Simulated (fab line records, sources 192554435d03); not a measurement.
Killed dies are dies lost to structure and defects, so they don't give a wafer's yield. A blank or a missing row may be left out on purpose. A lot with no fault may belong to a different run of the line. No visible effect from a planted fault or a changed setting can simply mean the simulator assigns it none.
Chamber matching + flow n5 finfet + N5_BEOL_M0_SAQP_ETCH_49 on rie diel-04: 4 sister chambers
The step etches SiO2 in CF4/O2, target depth 37 nm. 22 wafers are shown with their chamber, then 11 later ones without.

== WAFERS, EACH WITH ITS CHAMBER ==
| wafer  | chamber | showerhead plenum p Torr (Torr) | rf vpp V (V) | oes product au (a.u.) |
|--------|---------|---------------------------------|--------------|-----------------------|
| L075.1 | 0       | 2.16                            | 243          | 0.86                  |
| L075.2 | 1       | 2.28                            | 245          | 0.68                  |
| L075.3 | 2       | 2.16                            | 242          | 0.66                  |
| L076.1 | 0       | 2.16                            | 242          | 0.87                  |
| L076.3 | 1       | 2.28                            | 245          | 0.69                  |
| L076.4 | 0       | 2.16                            | 241          | 0.86                  |
| L078.1 | 2       | 2.16                            | 240          | 0.64                  |
| L078.2 | 1       | 2.27                            | 244          | 0.68                  |
| L078.5 | 0       | 2.16                            | 241          | 0.85                  |
| L082.3 | 0       | 2.16                            | 244          | 0.84                  |
| L082.4 | 0       | 2.15                            | 243          | 0.85                  |
| L082.5 | 3       | 2.21                            | 236          | 0.78                  |
| L084.2 | 0       | 2.15                            | 242          | 0.83                  |
| L084.5 | 2       | 2.15                            | 238          | 0.98                  |
| L084.6 | 3       | 2.21                            | 236          | 0.77                  |
| L088.1 | 2       | 2.15                            | 238          | 0.96                  |
| L088.2 | 3       | 2.21                            | 237          | 0.77                  |
| L088.4 | 1       | 2.27                            | 247          | 0.67                  |
| L091.1 | 2       | 2.15                            | 239          | 0.94                  |
| L091.4 | 1       | 2.27                            | 243          | 0.67                  |
| L091.5 | 1       | 2.27                            | 245          | 0.67                  |
| L093.2 | 1       | 2.26                            | 245          | 0.66                  |

SIGNATURES (averages over the wafers above)
| reading                  | chamber 0 | chamber 1 | chamber 2 | chamber 3 | scatter within a chamber |
|--------------------------|-----------|-----------|-----------|-----------|--------------------------|
| showerhead plenum p Torr | 2.1571    | 2.2714    | 2.1540    | 2.2100    | 0.00552                  |
| rf vpp V                 | 242.29    | 244.86    | 239.40    | 236.33    | 1.25                     |
| oes product au           | 0.8514    | 0.6743    | 0.8360    | 0.7733    | 0.081                    |
Rule: a wafer's distance from a chamber is the root of the sum, over the readings, of the square of ((its reading less the chamber's mean) divided by the reading's scatter). If the next closest chamber is less than 2 further off than the closest, the wafer can't be placed; otherwise it belongs to the closest. The scatter: take each reading less its chamber's mean, square it, sum over the shown wafers, divide by the number of wafers less the number of chambers, and take the root.

== WAFERS WHOSE CHAMBER IS MISSING ==
| wafer  | showerhead plenum p Torr (Torr) | rf vpp V (V) | oes product au (a.u.) |
|--------|---------------------------------|--------------|-----------------------|
| L093.3 | 2.15                            | 242          | 0.81                  |
| L093.4 | 2.21                            | 238          | 0.76                  |
| L094.1 | 2.26                            | 245          | 0.67                  |
| L094.4 | 2.15                            | 242          | 0.82                  |
| L094.5 | 2.15                            | 238          | 0.93                  |
| L097.1 | 2.15                            | 237          | 0.91                  |
| L097.3 | 2.20                            | 238          | 0.75                  |
| L097.5 | 2.20                            | 238          | 0.76                  |
| L096.1 | 2.15                            | 244          | 0.81                  |
| L096.5 | 2.20                            | 237          | 0.75                  |
| L096.6 | 2.15                            | 238          | 0.93                  |

== WHICH CHAMBER EACH ONE RAN IN ==
| wafer  | from the rows above     | in truth |
|--------|-------------------------|----------|
| L093.3 | can't be placed: 0 or 2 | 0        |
| L093.4 | 3                       | 3        |
| L094.1 | 1                       | 1        |
| L094.4 | can't be placed: 0 or 2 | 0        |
| L094.5 | 2                       | 2        |
| L097.1 | 2                       | 2        |
| L097.3 | 3                       | 3        |
| L097.5 | 3                       | 3        |
| L096.1 | can't be placed: 0 or 2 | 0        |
| L096.5 | 3                       | 3        |
| L096.6 | 2                       | 2        |
Placed correctly: 8 of 11. From these rows, 3 cannot be placed; in 3 the true chamber is one of the candidates. Number placed wrongly: 0.
